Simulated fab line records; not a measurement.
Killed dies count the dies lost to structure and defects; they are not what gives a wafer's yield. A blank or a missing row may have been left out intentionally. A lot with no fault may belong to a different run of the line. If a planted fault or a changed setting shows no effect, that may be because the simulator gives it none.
fab line records + flow n5-finfet
record
- lots=7
- wafers=21
- last-day=17
route steps=1938 shown STI_FIN_REVEAL@203 DUMMY_GATE@212 BEOL_M4@1111 PASSIVATION@1936
lots that met no fault: from a run of the same line without faults
start-h: start of the lot's first displayed wafer, in hours after the record's first day + wait-h: hours since the lot's step before + " identical to the entry in the row above + L1.1+2: one row covering several wafers at once + - no value, or no start given + * or withheld: withheld + < > ~ a bound
route shown NAME@n: names a module that has steps shown in the file, with the first one's number in the route + usual: average and standard deviation across the fault-free wafers + same: alike in all rows + chamber/n: place in a boat + sites: per-site readings + _std_site: how widely they spread, as a standard deviation + _edge_site: inner sites' mean taken away from outer sites' mean + radius-mm: how far each site lies from the wafer's centre + mask NAME#n: copy n + behind: tool/chamber where the wafer was last shaped + hold: the reason the lot was held/the length of the hold in hours/how it ended + device: names the non-switching transistor (n, p or np) + end of line: tests of these same wafers at the route's end + a step with no rows: only its recipe + killed: dies that structure and defects cost at the first sort, which is not the same as the wafer's yield + map: a wafer's dies, x killed, . not, _ none there
set.NAME: the setting the step ran with; set.NAME@STEP: the setting that earlier step ran with + model.NAME: the simulator's own value behind a step, which no gauge read
lots at some steps of the route; a table a step, a row a wafer
services: when a tool's chamber went out of use (start-h, in hours from the record's first day, below 0 if earlier), for how many hours, and the reason
## steps
# step N5_STI_FIN_REVEAL_SRD_21
# recipe
- dry=ipa-marangoni
- time-s=30
- temp-c=23
- rinse-liquid=diw
# step N5_STI_FIN_REVEAL_OXIDATION_33
# recipe
- chemistry=O2_PLASMA_REMOTE
- temp-c=150
- time-s=20
- pressure-mtorr=1000
- source-power-w=2000
- o2-flow-sccm=3000
# usual
- drypump-motor-current-A=5.77/0.1
- heater-power-w=128/5.6
| lot.wafer | tool            | chamber | start-h | wait-h | drypump-motor-current-A | heater-power-w | rf-hours-counter-h |
|-----------|-----------------|---------|---------|--------|-------------------------|----------------|--------------------|
| L898.1    | plasma-asher-02 | 1       | 38.15   | 0.0    | 5.94                    | 130            | 82                 |
| L898.5    | "               | 1       | "       | "      | 5.93                    | 128            | -                  |
| L898.6    | "               | 0       | "       | "      | 5.67                    | 119            | -                  |
| L902.1    | plasma-asher-01 | 0       | 65.44   | 0.0    | 5.82                    | 133            | 33                 |
| L902.2    | "               | 1       | "       | "      | 5.73                    | 130            | 33                 |
| L902.4    | "               | 0       | "       | "      | 5.83                    | 133            | -                  |
| L905.4    | plasma-asher-01 | 1       | 80.07   | 0.0    | 5.66                    | 132            | -                  |
| L905.5    | "               | 0       | "       | "      | 5.82                    | 129            | -                  |
| L905.6    | "               | 1       | "       | "      | 5.67                    | 132            | -                  |
| L906.2    | plasma-asher-01 | 0       | 85.62   | 0.0    | 5.83                    | 132            | 36                 |
| L906.4    | "               | 0       | "       | "      | 5.82                    | 132            | -                  |
| L906.5    | "               | 1       | "       | "      | 5.67                    | 130            | -                  |
| L909.3    | plasma-asher-02 | 0       | 104.67  | 0.0    | 5.67                    | 119            | -                  |
| L909.4    | "               | 1       | "       | "      | 5.93                    | 132            | -                  |
| L909.6    | "               | 0       | "       | "      | 5.68                    | 119            | -                  |
| L917.2    | plasma-asher-01 | 0       | 153.67  | 0.0    | 5.81                    | 134            | 49                 |
| L917.4    | "               | 0       | "       | "      | 5.82                    | 131            | -                  |
| L917.6    | "               | 0       | "       | "      | 5.80                    | 131            | -                  |
| L918.3    | plasma-asher-02 | 1       | 159.31  | 0.0    | 5.94                    | 132            | -                  |
| L918.4    | "               | 0       | "       | "      | 5.70                    | 118            | -                  |
| L918.6    | "               | 0       | "       | "      | 5.67                    | 118            | -                  |
# step N5_STI_FIN_REVEAL_CLEAN_19
# recipe
- chemistry=O3/DIW
- temp-c=25
- time-s=120
- o3-ppm=10
# step N5_STI_FIN_REVEAL_SRD_23
# recipe
- dry=ipa-marangoni
- time-s=30
- temp-c=23
- rinse-liquid=diw
# step N5_STI_FIN_REVEAL_CD_MEAS_22
# recipe
- target-cd-nm=6.238
- pitch-nm=28
- polarity=line
# usual
- cd-nm=6.22/0.26
| lot.wafer | tool      | chamber | start-h | wait-h | cd-nm |
|-----------|-----------|---------|---------|--------|-------|
| L898.1    | cd-sem-02 | -       | 38.32   | 0.0    | 5.90  |
| L898.5    | "         | -       | "       | "      | 5.79  |
| L898.6    | "         | -       | "       | "      | 6.01  |
| L902.1    | cd-sem-02 | -       | 65.60   | 0.0    | 6.01  |
| L902.2    | "         | -       | "       | "      | 5.98  |
| L902.4    | "         | -       | "       | "      | 6.05  |
| L905.4    | cd-sem-03 | -       | 80.23   | 0.0    | 6.19  |
| L905.5    | "         | -       | "       | "      | 6.29  |
| L905.6    | "         | -       | "       | "      | 5.74  |
| L906.2    | cd-sem-02 | -       | 85.79   | 0.0    | 6.05  |
| L906.4    | "         | -       | "       | "      | 6.09  |
| L906.5    | "         | -       | "       | "      | 6.35  |
| L909.3    | cd-sem-03 | -       | 104.82  | 0.0    | 6.33  |
| L909.4    | "         | -       | "       | "      | 6.78  |
| L909.6    | "         | -       | "       | "      | 6.08  |
| L917.2    | cd-sem-01 | -       | 153.83  | 0.0    | 6.20  |
| L917.4    | "         | -       | "       | "      | 6.49  |
| L917.6    | "         | -       | "       | "      | 6.11  |
| L918.3    | cd-sem-03 | -       | 159.46  | 0.0    | 6.26  |
| L918.4    | "         | -       | "       | "      | 6.34  |
| L918.6    | "         | -       | "       | "      | 6.13  |
# step N5_STI_FIN_REVEAL_FIN_H_MEAS_10
# usual
- trench-depth-nm=52.0/0.86
| lot.wafer | tool   | chamber | start-h | wait-h | trench-depth-nm |
|-----------|--------|---------|---------|--------|-----------------|
| L898.1    | ocd-02 | -       | 38.35   | 0.0    | 51.7            |
| L898.5    | "      | -       | "       | "      | 51.0            |
| L898.6    | "      | -       | "       | "      | 51.7            |
| L902.1    | ocd-02 | -       | 65.63   | 0.0    | 52.1            |
| L902.2    | "      | -       | "       | "      | 53.9            |
| L902.4    | "      | -       | "       | "      | 52.1            |
| L905.4    | ocd-02 | -       | 80.26   | 0.0    | 51.0            |
| L905.5    | "      | -       | "       | "      | 51.5            |
| L905.6    | "      | -       | "       | "      | 50.7            |
| L906.2    | ocd-02 | -       | 85.83   | 0.0    | 52.6            |
| L906.4    | "      | -       | "       | "      | 50.9            |
| L906.5    | "      | -       | "       | "      | 51.7            |
| L909.3    | ocd-02 | -       | 104.85  | 0.0    | 52.9            |
| L909.4    | "      | -       | "       | "      | 51.7            |
| L909.6    | "      | -       | "       | "      | 53.0            |
| L917.2    | ocd-02 | -       | 153.86  | 0.0    | 52.1            |
| L917.4    | "      | -       | "       | "      | 51.2            |
| L917.6    | "      | -       | "       | "      | 52.7            |
| L918.3    | ocd-02 | -       | 159.49  | 0.0    | 52.8            |
| L918.4    | "      | -       | "       | "      | 53.3            |
| L918.6    | "      | -       | "       | "      | 52.9            |
# step N5_STI_FIN_REVEAL_PRECLEAN_18
# recipe
- chemistry=SC2
- time-s=45
- temp-c=35
- mix=1:1:50
# step N5_STI_FIN_REVEAL_SRD_28
# recipe
- dry=ipa-marangoni
- time-s=30
- temp-c=23
- rinse-liquid=diw
# step N5_STI_FIN_REVEAL_INSPECT_13
# recipe
- inspect-instrument=darkfield
- mode=post-clean
# usual
- raw-defect-count=12/5.2
| lot.wafer | tool              | chamber | start-h | wait-h | raw-defect-count |
|-----------|-------------------|---------|---------|--------|------------------|
| L898.1    | defect-inspect-02 | -       | 38.43   | 0.0    | 26               |
| L898.5    | "                 | -       | "       | "      | 8                |
| L898.6    | "                 | -       | "       | "      | 7                |
| L902.1    | defect-inspect-02 | -       | 65.72   | 0.0    | 17               |
| L902.2    | "                 | -       | "       | "      | 15               |
| L902.4    | "                 | -       | "       | "      | 16               |
| L905.4    | defect-inspect-01 | -       | 80.37   | 0.0    | 19               |
| L905.5    | "                 | -       | "       | "      | 7                |
| L905.6    | "                 | -       | "       | "      | 11               |
| L906.2    | defect-inspect-01 | -       | 85.92   | 0.0    | 14               |
| L906.4    | "                 | -       | "       | "      | 19               |
| L906.5    | "                 | -       | "       | "      | 12               |
| L909.3    | defect-inspect-02 | -       | 104.93  | 0.0    | 22               |
| L909.4    | "                 | -       | "       | "      | 11               |
| L909.6    | "                 | -       | "       | "      | 14               |
| L917.2    | defect-inspect-01 | -       | 153.95  | 0.0    | 0                |
| L917.4    | "                 | -       | "       | "      | 10               |
| L917.6    | "                 | -       | "       | "      | 8                |
| L918.3    | defect-inspect-02 | -       | 159.59  | 0.0    | 6                |
| L918.4    | "                 | -       | "       | "      | 11               |
| L918.6    | "                 | -       | "       | "      | 11               |
# step N5_DUMMY_GATE_PRECLEAN_00
# recipe
- chemistry=O3/DIW
- time-s=60
- temp-c=22
- o3-ppm=10
# step N5_DUMMY_GATE_SRD_01
# recipe
- time-s=30
- temp-c=23
- rinse-liquid=diw
- dry=ipa-marangoni
# step N5_DUMMY_GATE_ALD_02
# recipe
- material=SiO2
- target-thk-a=20
- temp-c=300
- ald-precursor-family=BDEAS
- ald-co-reactant=O2-plasma
- pulse-time-s=1
- pressure-torr=2
# usual
- heater-power-w=461/47
- precursor-pulse-height-rel=1.000/0.02
| lot.wafer | tool       | chamber | start-h | wait-h | heater-power-w | precursor-pulse-height-rel |
|-----------|------------|---------|---------|--------|----------------|----------------------------|
| L898.1    | ald-sin-03 | 2       | 38.53   | 0.0    | 515            | 1.001                      |
| L898.5    | "          | 2       | "       | "      | 508            | 1.026                      |
| L898.6    | "          | 1       | "       | "      | 510            | 0.998                      |
| L902.1    | ald-sin-02 | 0       | 65.82   | 0.0    | 394            | 1.015                      |
| L902.2    | "          | 3       | "       | "      | 461            | 0.985                      |
| L902.4    | "          | 2       | "       | "      | 468            | 0.992                      |
| L905.4    | ald-sin-03 | 0       | 81.76   | 1.3    | 429            | 0.992                      |
| L905.5    | "          | 2       | "       | "      | 509            | 0.997                      |
| L905.6    | "          | 1       | "       | "      | 506            | 1.005                      |
| L906.2    | ald-sin-04 | 0       | 86.02   | 0.0    | 378            | 0.996                      |
| L906.4    | "          | 3       | "       | "      | 517            | 0.980                      |
| L906.5    | "          | 1       | "       | "      | 509            | 0.987                      |
| L909.3    | ald-sin-04 | 0       | 105.03  | 0.0    | 379            | 0.989                      |
| L909.4    | "          | 3       | "       | "      | 531            | 1.015                      |
| L909.6    | "          | 3       | "       | "      | 525            | 0.986                      |
| L917.2    | ald-sin-03 | 0       | 154.05  | 0.0    | 416            | 0.983                      |
| L917.4    | "          | 3       | "       | "      | 447            | 1.007                      |
| L917.6    | "          | 0       | "       | "      | 411            | 1.034                      |
| L918.3    | ald-sin-02 | 2       | 160.21  | 0.6    | 465            | 1.016                      |
| L918.4    | "          | 1       | "       | "      | 463            | 0.986                      |
| L918.6    | "          | 2       | "       | "      | 464            | 0.982                      |
# step N5_DUMMY_GATE_CVD_03
# recipe
- material=a-Si
- target-thk-a=1500
- temp-c=530
- precursor=SiH4
- time-s=8042
| lot.wafer | tool     | chamber    | start-h | wait-h | model.a-Si_of_DUMMY_GATE_CVD_03.thk-nm |
|-----------|----------|------------|---------|--------|----------------------------------------|
| L898.1+5  | lpcvd-01 | 1/90,1/109 | 38.64   | 0.1    | 149.4                                  |
| L898.6    | "        | 1/114      | "       | "      | 150.6                                  |
| L902.1    | lpcvd-01 | 0/65       | 65.92   | 0.1    | 150                                    |
| L902.2    | "        | 0/70       | "       | "      | 150.2                                  |
| L902.4    | "        | 0/79       | "       | "      | 149                                    |
| L905.4    | lpcvd-01 | 0/29       | 81.87   | 0.1    | 79.6                                   |
| L905.5    | "        | 0/34       | "       | "      | 79.4                                   |
| L905.6    | "        | 0/39       | "       | "      | 80                                     |
| L906.2    | lpcvd-01 | 1/95       | 86.12   | 0.1    | 83.8                                   |
| L906.4    | "        | 1/104      | "       | "      | 83                                     |
| L906.5    | "        | 1/109      | "       | "      | 82.4                                   |
| L909.3+4  | lpcvd-01 | 0/50,0/54  | 105.13  | 0.1    | 78.8                                   |
| L909.6    | "        | 0/64       | "       | "      | 78                                     |
| L917.2    | lpcvd-02 | 0/45       | 154.15  | 0.1    | 148.6                                  |
| L917.4    | "        | 0/54       | "       | "      | 150                                    |
| L917.6    | "        | 0/64       | "       | "      | 150.4                                  |
| L918.3    | lpcvd-02 | 0/25       | 160.32  | 0.1    | 151.6                                  |
| L918.4    | "        | 0/29       | "       | "      | 151.4                                  |
| L918.6    | "        | 0/39       | "       | "      | 152.2                                  |
# step N5_DUMMY_GATE_PRECLEAN_46
# recipe
- chemistry=DIW
- time-s=89.5
- temp-c=23
# step N5_DUMMY_GATE_SRD_47
# recipe
- dry-time-s=32
- dry=n2-spin
- spin-rpm=1500
# step N5_DUMMY_GATE_CMP_04
# recipe
- material=a-Si
- post-cmp-clean=alkaline-brush
# usual
- motor-current-A=10.3/1.2
- time-to-endpoint-s=13.5/2.6
| lot.wafer | tool   | chamber | start-h | wait-h | motor-current-A | time-to-endpoint-s |
|-----------|--------|---------|---------|--------|-----------------|--------------------|
| L898.1    | cmp-03 | 2       | 42.37   | 0.0    | 10.9            | 11.6               |
| L898.6    | "      | 2       | "       | "      | 11.7            | 12.3               |
| L898.5    | "      | 3       | "       | "      | 10.7            | 6.7                |
| L902.1    | cmp-04 | 2       | 69.69   | 0.1    | 11.4            | 12.2               |
| L902.2    | "      | 3       | "       | "      | 7.8             | 9.6                |
| L902.4    | "      | 0       | "       | "      | 9.5             | 8.7                |
| L905.4    | cmp-03 | 0       | 85.60   | 0.0    | 11.2            | 0.0                |
| L905.5    | "      | 0       | "       | "      | 11.0            | 0.0                |
| L905.6    | "      | 1       | "       | "      | 10.0            | 0.0                |
| L906.4    | cmp-03 | 1       | 89.86   | 0.0    | 10.2            | 0.0                |
| L906.2    | "      | 2       | "       | "      | 11.7            | 0.5                |
| L906.5    | "      | 1       | "       | "      | 9.7             | 0.0                |
| L909.3    | cmp-04 | 2       | 108.91  | 0.1    | 10.7            | 1.1                |
| L909.4    | "      | 3       | "       | "      | 7.4             | 0.7                |
| L909.6    | "      | 1       | "       | "      | 11.3            | 0.0                |
| L917.4    | cmp-04 | 0       | 157.90  | 0.0    | 9.9             | 18.5               |
| L917.2    | "      | 3       | "       | "      | 8.1             | 15.3               |
| L917.6    | "      | 0       | "       | "      | 8.8             | 16.9               |
| L918.3    | cmp-04 | 2       | 164.07  | 0.0    | 11.4            | 14.3               |
| L918.4    | "      | 0       | "       | "      | 9.1             | 17.6               |
| L918.6    | "      | 2       | "       | "      | 10.9            | 17.2               |
# step N5_BEOL_M4_RC_MEAS_101
# usual
- DIBL_N=36.0/1.6
- DIBL_P=36.1/2
- IOFF_N=0.160/0.029
- IOFF_P=0.21/0.039
- ION_N=675/13
- ION_P=464/8.8
- SS_N=71.5/0.58
- SS_P=73.3/0.65
- VT_N=250/3.3
- VT_P=-249/3.6
| lot.wafer | tool      | chamber | start-h | wait-h | DIBL_N[mV/V] | DIBL_P[mV/V] | IOFF_N[nA/um] | IOFF_P[nA/um] | ION_N[uA/um] | ION_P[uA/um] | SS_N[mV/dec] | SS_P[mV/dec] | VT_N[mV] | VT_P[mV] |
|-----------|-----------|---------|---------|--------|--------------|--------------|---------------|---------------|--------------|--------------|--------------|--------------|----------|----------|
| L898.1    | prober-02 | 0       | 163.92  | 0.0    | 34.0         | 31.5         | 0.107         | 0.14          | 654          | 448          | 70.2         | 73.1         | 254      | -256     |
| L898.5    | "         | 0       | "       | "      | 35.0         | 32.7         | 0.117         | 0.15          | 656          | 445          | 71.0         | 72.7         | 256      | -255     |
| L898.6    | "         | 0       | "       | "      | 35.7         | 34.8         | 0.131         | 0.19          | 658          | 460          | 71.1         | 73.1         | 251      | -252     |
| L902.1    | prober-02 | 0       | 191.04  | 0.0    | 32.2         | 33.8         | 0.122         | 0.18          | 669          | 465          | 70.1         | 72.2         | 254      | -252     |
| L902.2    | "         | 0       | "       | "      | 37.0         | 39.5         | 0.202         | 0.27          | 706          | 486          | 72.7         | 74.6         | 246      | -246     |
| L902.4    | "         | 0       | "       | "      | 33.7         | 35.0         | 0.134         | 0.19          | 668          | 457          | 70.6         | 73.3         | 253      | -250     |
| L917.2    | prober-01 | 0       | 298.10  | 0.2    | 34.5         | 32.2         | 0.118         | 0.15          | 661          | 451          | 71.3         | 71.8         | 253      | -256     |
| L917.4    | "         | 0       | "       | "      | 36.1         | 35.1         | 0.159         | 0.19          | 672          | 458          | 72.0         | 72.5         | 247      | -253     |
| L917.6    | "         | 0       | "       | "      | 33.9         | 32.0         | 0.126         | 0.15          | 681          | 461          | 70.8         | 71.9         | 250      | -253     |
| L918.3    | prober-02 | 0       | 301.42  | 0.3    | 38.4         | 37.8         | 0.198         | 0.25          | 692          | 474          | 72.1         | 73.9         | 246      | -244     |
| L918.4    | "         | 0       | "       | "      | 35.6         | 35.3         | 0.143         | 0.20          | 681          | 472          | 71.6         | 72.9         | 248      | -249     |
| L918.6    | "         | 0       | "       | "      | 35.1         | 34.4         | 0.130         | 0.19          | 670          | 458          | 71.2         | 72.2         | 253      | -249     |
# step N5_PASSIVATION_PROBE_49
# usual
- defect-limited-yield=91.0/1.3
- killed_at_M0_to_M3=36/9.5
- killed_at_M4_up=14/5.6
- killed-at-contacts=12/6.4
- killed-at-front-end=40/10
- killed-at-other=3.2/3
- killed-dies=107/15
- killed-on-rim=15/4.5
- killed-open=69/12
- killed-short=35/7.7
- sort_bin_5_function=5.3/0.91
- sort_bin_6_memory=3.3/0.65
- sort-n-pass=1073/15
- sort-yield-pct=91.0/1.3
# same
- gross-dies=1180
- killed-at-back-side=0
- sort_bin_4_leakage[%]=0
- sort_bin_8_speed[%]=0
| lot.wafer | tool      | chamber | start-h | wait-h | defect-limited-yield[%] | killed_at_M0_to_M3 | killed_at_M4_up | killed-at-contacts | killed-at-front-end | killed-at-other | killed-dies | killed-on-rim | killed-open | killed-short | sort_bin_5_function[%] | sort_bin_6_memory[%] | sort-n-pass | sort-yield-pct[%] |
|-----------|-----------|---------|---------|--------|-------------------------|--------------------|-----------------|--------------------|---------------------|-----------------|-------------|---------------|-------------|--------------|------------------------|----------------------|-------------|-------------------|
| L905.4    | prober-01 | -       | 309.44  | 0.2    | 0                       | 16                 | 14              | 8                  | 1140                | 2               | 1180        | 152           | 58          | 27           | 96.7                   | 3.0                  | 0           | 0                 |
| L905.5    | prober-01 | -       | 309.49  | 0.2    | 0                       | 41                 | 14              | 7                  | 1113                | 5               | 1180        | 152           | 78          | 29           | 96.1                   | 3.3                  | 0           | 0                 |
| L905.6    | prober-01 | -       | 309.54  | 0.3    | 0                       | 35                 | 12              | 11                 | 1118                | 4               | 1180        | 152           | 60          | 49           | 96.1                   | 3.5                  | 0           | 0                 |
| L906.2    | prober-02 | -       | 335.80  | 0.1    | 0                       | 31                 | 22              | 3                  | 1124                | 0               | 1180        | 152           | 58          | 29           | 97.4                   | 2.6                  | 0           | 0                 |
| L906.4    | prober-02 | -       | 335.90  | 0.2    | 0                       | 38                 | 21              | 9                  | 1112                | 0               | 1180        | 152           | 68          | 43           | 95.3                   | 4.5                  | 0           | 0                 |
| L906.5    | prober-02 | -       | 335.95  | 0.2    | 0                       | 33                 | 17              | 11                 | 1118                | 1               | 1180        | 152           | 75          | 38           | 96.9                   | 2.8                  | 0           | 0                 |
# killed by level:class
L905.4 DUMMY_GATE:area-cvd=1095 FIN_SAQP:geometric-particle:open=11 FIN_SAQP:geometric-particle:short=7 BEOL_M4:geometric-particle:open=7 STI_FIN_REVEAL:geometric-particle:open=6 MOL_CONTACT_COAG:geometric-particle:open=6 DUMMY_GATE:geometric-particle:open=5 BEOL_M3:geometric-particle:open=5
L905.5 DUMMY_GATE:area-cvd=1071 FIN_SAQP:geometric-particle:open=11 BEOL_M3:geometric-particle:open=10 BEOL_M0_SAQP:geometric-particle:short=9 BEOL_M1:geometric-particle:open=8 DUMMY_GATE:geometric-particle:open=6 MOL_CONTACT_COAG:geometric-particle:open=6 STI_FIN_REVEAL:geometric-particle:open=5
L905.6 DUMMY_GATE:area-cvd=1071 FIN_SAQP:geometric-particle:short=11 MOL_CONTACT_COAG:geometric-particle:open=9 FIN_SAQP:geometric-particle:open=8 BEOL_M0_SAQP:geometric-particle:short=8 BEOL_M3:geometric-particle:open=8 BEOL_M3:geometric-particle:short=8 BEOL_M0_SAQP:geometric-particle:open=7
L906.2 DUMMY_GATE:area-cvd=1092 BEOL_M0_SAQP:geometric-particle:open=14 BEOL_M0_SAQP:geometric-particle:short=9 FIN_SAQP:geometric-particle:short=7 BEOL_M4:geometric-particle:open=6 STI_FIN_REVEAL:geometric-particle:open=6 BEOL_M3:geometric-particle:open=5 STARTING-WAFER:geometric-particle:short=5
L906.4 DUMMY_GATE:area-cvd=1067 BEOL_M0_SAQP:geometric-particle:short=10 BEOL_M1:geometric-particle:open=9 BEOL_M0_SAQP:geometric-particle:open=8 FIN_SAQP:geometric-particle:open=6 FIN_SAQP:geometric-particle:short=6 GATE_CUT:geometric-particle:short=6 GATE_CUT:geometric-particle:open=6
L906.5 DUMMY_GATE:area-cvd=1066 FIN_SAQP:geometric-particle:open=13 BEOL_M0_SAQP:geometric-particle:open=11 STI_FIN_REVEAL:geometric-particle:open=9 FIN_SAQP:geometric-particle:short=8 MOL_CONTACT_COAG:geometric-particle:open=8 BEOL_M0_SAQP:geometric-particle:short=8 BEOL_M3:geometric-particle:open=6
# map L905.4 (x killed, . not)
_________________xxxxxxxxxxxx________________
______________xxxxxxxxxxxxxxxxxx_____________
___________xxxxxxxxxxxxxxxxxxxxxxxx__________
__________xxxxxxxxxxxxxxxxxxxxxxxxxx_________
________xxxxxxxxxxxxxxxxxxxxxxxxxxxxxx_______
_______xxxxxxxxxxxxxxxxxxxxxxxxxxxxxxxx______
______xxxxxxxxxxxxxxxxxxxxxxxxxxxxxxxxxx_____
_____xxxxxxxxxxxxxxxxxxxxxxxxxxxxxxxxxxxx____
____xxxxxxxxxxxxxxxxxxxxxxxxxxxxxxxxxxxxxx___
___xxxxxxxxxxxxxxxxxxxxxxxxxxxxxxxxxxxxxxxx__
___xxxxxxxxxxxxxxxxxxxxxxxxxxxxxxxxxxxxxxxx__
__xxxxxxxxxxxxxxxxxxxxxxxxxxxxxxxxxxxxxxxxxx_
__xxxxxxxxxxxxxxxxxxxxxxxxxxxxxxxxxxxxxxxxxx_
_xxxxxxxxxxxxxxxxxxxxxxxxxxxxxxxxxxxxxxxxxxxx
_xxxxxxxxxxxxxxxxxxxxxxxxxxxxxxxxxxxxxxxxxxxx
_xxxxxxxxxxxxxxxxxxxxxxxxxxxxxxxxxxxxxxxxxxxx
_xxxxxxxxxxxxxxxxxxxxxxxxxxxxxxxxxxxxxxxxxxxx
_xxxxxxxxxxxxxxxxxxxxxxxxxxxxxxxxxxxxxxxxxxxx
_xxxxxxxxxxxxxxxxxxxxxxxxxxxxxxxxxxxxxxxxxxxx
_xxxxxxxxxxxxxxxxxxxxxxxxxxxxxxxxxxxxxxxxxxxx
_xxxxxxxxxxxxxxxxxxxxxxxxxxxxxxxxxxxxxxxxxxxx
__xxxxxxxxxxxxxxxxxxxxxxxxxxxxxxxxxxxxxxxxxx_
__xxxxxxxxxxxxxxxxxxxxxxxxxxxxxxxxxxxxxxxxxx_
___xxxxxxxxxxxxxxxxxxxxxxxxxxxxxxxxxxxxxxxx__
___xxxxxxxxxxxxxxxxxxxxxxxxxxxxxxxxxxxxxxxx__
____xxxxxxxxxxxxxxxxxxxxxxxxxxxxxxxxxxxxxx___
_____xxxxxxxxxxxxxxxxxxxxxxxxxxxxxxxxxxxx____
______xxxxxxxxxxxxxxxxxxxxxxxxxxxxxxxxxx_____
_______xxxxxxxxxxxxxxxxxxxxxxxxxxxxxxxx______
________xxxxxxxxxxxxxxxxxxxxxxxxxxxxxx_______
__________xxxxxxxxxxxxxxxxxxxxxxxxxx_________
___________xxxxxxxxxxxxxxxxxxxxxxxx__________
______________xxxxxxxxxxxxxxxxxx_____________
_________________xxxxxxxxxxxx________________
# map L906.2 (x killed, . not)
_________________xxxxxxxxxxxx________________
______________xxxxxxxxxxxxxxxxxx_____________
___________xxxxxxxxxxxxxxxxxxxxxxxx__________
__________xxxxxxxxxxxxxxxxxxxxxxxxxx_________
________xxxxxxxxxxxxxxxxxxxxxxxxxxxxxx_______
_______xxxxxxxxxxxxxxxxxxxxxxxxxxxxxxxx______
______xxxxxxxxxxxxxxxxxxxxxxxxxxxxxxxxxx_____
_____xxxxxxxxxxxxxxxxxxxxxxxxxxxxxxxxxxxx____
____xxxxxxxxxxxxxxxxxxxxxxxxxxxxxxxxxxxxxx___
___xxxxxxxxxxxxxxxxxxxxxxxxxxxxxxxxxxxxxxxx__
___xxxxxxxxxxxxxxxxxxxxxxxxxxxxxxxxxxxxxxxx__
__xxxxxxxxxxxxxxxxxxxxxxxxxxxxxxxxxxxxxxxxxx_
__xxxxxxxxxxxxxxxxxxxxxxxxxxxxxxxxxxxxxxxxxx_
_xxxxxxxxxxxxxxxxxxxxxxxxxxxxxxxxxxxxxxxxxxxx
_xxxxxxxxxxxxxxxxxxxxxxxxxxxxxxxxxxxxxxxxxxxx
_xxxxxxxxxxxxxxxxxxxxxxxxxxxxxxxxxxxxxxxxxxxx
_xxxxxxxxxxxxxxxxxxxxxxxxxxxxxxxxxxxxxxxxxxxx
_xxxxxxxxxxxxxxxxxxxxxxxxxxxxxxxxxxxxxxxxxxxx
_xxxxxxxxxxxxxxxxxxxxxxxxxxxxxxxxxxxxxxxxxxxx
_xxxxxxxxxxxxxxxxxxxxxxxxxxxxxxxxxxxxxxxxxxxx
_xxxxxxxxxxxxxxxxxxxxxxxxxxxxxxxxxxxxxxxxxxxx
__xxxxxxxxxxxxxxxxxxxxxxxxxxxxxxxxxxxxxxxxxx_
__xxxxxxxxxxxxxxxxxxxxxxxxxxxxxxxxxxxxxxxxxx_
___xxxxxxxxxxxxxxxxxxxxxxxxxxxxxxxxxxxxxxxx__
___xxxxxxxxxxxxxxxxxxxxxxxxxxxxxxxxxxxxxxxx__
____xxxxxxxxxxxxxxxxxxxxxxxxxxxxxxxxxxxxxx___
_____xxxxxxxxxxxxxxxxxxxxxxxxxxxxxxxxxxxx____
______xxxxxxxxxxxxxxxxxxxxxxxxxxxxxxxxxx_____
_______xxxxxxxxxxxxxxxxxxxxxxxxxxxxxxxx______
________xxxxxxxxxxxxxxxxxxxxxxxxxxxxxx_______
__________xxxxxxxxxxxxxxxxxxxxxxxxxx_________
___________xxxxxxxxxxxxxxxxxxxxxxxx__________
______________xxxxxxxxxxxxxxxxxx_____________
_________________xxxxxxxxxxxx________________
## services
| tool            | chamber | start-h | hours | kind                           |
|-----------------|---------|---------|-------|--------------------------------|
| cmp-04          | -       | 25.74   | 3.8   | pm                             |
| cmp-03          | -       | 28.16   | 4.0   | pm                             |
| ald-sin-03      | -       | 28.32   | 2.6   | repair                         |
| cmp-03          | -       | 32.16   | -     | consumable-replace:conditioner |
| cmp-03          | -       | 32.16   | -     | consumable-replace:pad         |
| ald-sin-03      | 0       | 33.00   | 12.5  | repair                         |
| ald-sin-02      | 3       | 36.99   | 8.6   | repair                         |
| cmp-04          | -       | 46.05   | 7.2   | pm                             |
| ald-sin-03      | 2       | 65.32   | 6.0   | repair                         |
| cmp-03          | -       | 71.24   | 4.3   | repair                         |
| ald-sin-03      | -       | 85.89   | 14.0  | pm                             |
| ald-sin-03      | 0       | 85.89   | 14.0  | vent-cycle                     |
| ald-sin-03      | 1       | 85.89   | 14.0  | vent-cycle                     |
| ald-sin-03      | 2       | 85.89   | 14.0  | vent-cycle                     |
| ald-sin-03      | 3       | 85.89   | 14.0  | vent-cycle                     |
| cmp-03          | -       | 96.44   | 0.5   | repair                         |
| ald-sin-03      | 0       | 99.89   | -     | clean                          |
| ald-sin-03      | 1       | 99.89   | -     | clean                          |
| ald-sin-03      | 2       | 99.89   | -     | clean                          |
| ald-sin-03      | 3       | 99.89   | -     | clean                          |
| plasma-asher-02 | -       | 152.51  | 4.4   | repair                         |
| cmp-04          | -       | 159.73  | 1.9   | repair                         |
## key
first-sign
- step=N5_DUMMY_GATE_CMP_04
- reading=time-to-endpoint-s
- direction=down
- sigmas=5.1
- usual=*
- struck=*
effect
- step=N5_PASSIVATION_PROBE_49
- reading=killed-at-front-end
- direction=up
- sigmas=99+
- usual=40
- struck=1121
model-effect
- step=N5_DUMMY_GATE_CVD_03
- value=a-Si_of_DUMMY_GATE_CVD_03.thk-nm
- without=149.8
- struck=80.42
more-kills-born-at
- N5_DUMMY_GATE_CVD_03@lpcvd-01=6462
met-at N5_DUMMY_GATE_CVD_03
struck-wafers L905.4,L905.5,L905.6,L906.2,L906.4,L906.5,L909.3,L909.4,L909.6
rows-end L909.3,L909.4,L909.6
later-rows-left-out L905.4,L905.5,L905.6,L906.2,L906.4,L906.5
fault
- kind=process-parameter-drift
- tool=lpcvd-01
- chamber=-
- onset-h=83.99
- steps=N5_DUMMY_GATE_CVD_03
- channel=time-s
- offset=*
- shape=step
- acts-in=*
- stated=*
# later-rows-left-out: the simulator's readings of these wafers behind a module that went badly wrong aren't trusted and aren't shown, but for the sort
# rows-end: these wafers met a further fault down the route, and their rows from its step on are left out
